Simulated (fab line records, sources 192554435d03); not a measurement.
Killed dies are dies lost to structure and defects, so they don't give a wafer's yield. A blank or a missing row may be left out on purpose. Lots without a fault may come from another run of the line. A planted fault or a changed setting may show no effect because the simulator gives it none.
Which tool did it? | flow n5_finfet | 12 lots, 36 wafers sampled, at 4 steps of a route of 1938

WHAT THE GAUGES READ, wafer by wafer
N5_BEOL_M7_OVL_MEAS_29.
lot  | measured     | on         | V6_OVL (nm)
L074 | day 9 01:49  | overlay-01 | -1.1 -0.9 -0.6
L078 | day 9 19:07  | overlay-02 | -1.7 -0.4 -0.9
L079 | day 10 10:17 | overlay-01 | -0.4 -0.4 -0.4
L082 | day 11 00:35 | overlay-02 | -0.3 -0.6 0.1
L084 | day 11 08:47 | overlay-01 | 0.4 -1.0 -1.2
L085 | day 11 11:07 | overlay-02 | -0.6 -0.2 -0.2
L088 | day 12 16:42 | overlay-02 | -2.0 -1.1 -0.5
L089 | day 13 13:25 | overlay-02 | 0.3 -0.7 -0.3
L093 | day 13 15:19 | overlay-02 | -0.1 0.2 0.0
L092 | day 14 02:24 | overlay-02 | -0.1 -0.6 -0.4
L094 | day 14 23:18 | overlay-02 | -0.4 -0.8 0.1
L096 | day 15 12:18 | overlay-01 | 0.4 1.0 0.0

WHICH TOOL RAN EACH LOT (tool, then ch and the chambers of the sampled wafers, then the start)
lot  | N5_BEOL_M6_DEGAS_44          | N5_BEOL_M6_PRE_CLEAN_45      | N5_BEOL_M7_STRIP_19
L074 | pvd_sputter-01, day 8 18:00  | pvd_sputter-01, day 8 18:02  | rie_diel-03 ch 1,2,3, day 9 00:04
L078 | pvd_sputter-01, day 9 12:36  | pvd_sputter-01, day 9 12:38  | rie_diel-03 ch 2,3, day 9 17:23
L079 | pvd_sputter-03, day 10 01:38 | pvd_sputter-03, day 10 01:40 | rie_diel-01 ch 0,2, day 10 08:08
L082 | pvd_sputter-01, day 10 17:07 | pvd_sputter-01, day 10 17:10 | rie_diel-03 ch 0,1,2, day 10 21:31
L084 | pvd_sputter-03, day 11 02:02 | pvd_sputter-03, day 11 02:04 | rie_diel-01 ch 1,2,3, day 11 07:14
L085 | pvd_sputter-02, day 11 05:59 | pvd_sputter-02, day 11 06:01 | rie_diel-03 ch 0,1,2, day 11 10:39
L088 | pvd_sputter-01, day 12 11:24 | pvd_sputter-01, day 12 11:26 | rie_diel-01 ch 0,2,3, day 12 15:45
L089 | pvd_sputter-03, day 13 08:13 | pvd_sputter-03, day 13 08:16 | rie_diel-03 ch 0,2,3, day 13 12:55
L093 | pvd_sputter-01, day 13 09:59 | pvd_sputter-01, day 13 10:01 | rie_diel-01 ch 0,3, day 13 14:54
L092 | pvd_sputter-02, day 13 18:36 | pvd_sputter-02, day 13 18:38 | rie_diel-03 ch 0,1,2, day 14 01:20
L094 | pvd_sputter-03, day 14 16:32 | pvd_sputter-03, day 14 16:34 | rie_diel-03 ch 1,2, day 14 22:23
L096 | pvd_sputter-03, day 15 04:48 | pvd_sputter-03, day 15 04:50 | rie_diel-01 ch 0,3, day 15 10:20
- N5_BEOL_M6_DEGAS_44: time 60 s.
- N5_BEOL_M6_PRE_CLEAN_45: time 30 s.
- N5_BEOL_M7_STRIP_19: strips in O2.

THE ANSWER, worked out from the rows above alone
Rule: what is usual is taken from the lots themselves. Put in order of their means at a reading, lots are off if they are a third of the lots or fewer, leave a main group of 4 or more, and stand apart from it by a gap of 3 or more times the standard deviation of the main group's means; of several such gaps the widest counts. A main group whose means are all the same, to the digits that the tables above print for the reading, isn't used. A lot without any number at a reading at which 4 lots or more have one is off too. The other lots that the step has rows for count as sound.
No lot is off at any reading shown: from this, nothing can be told.

WHAT THE SIMULATOR HAD PUT IN
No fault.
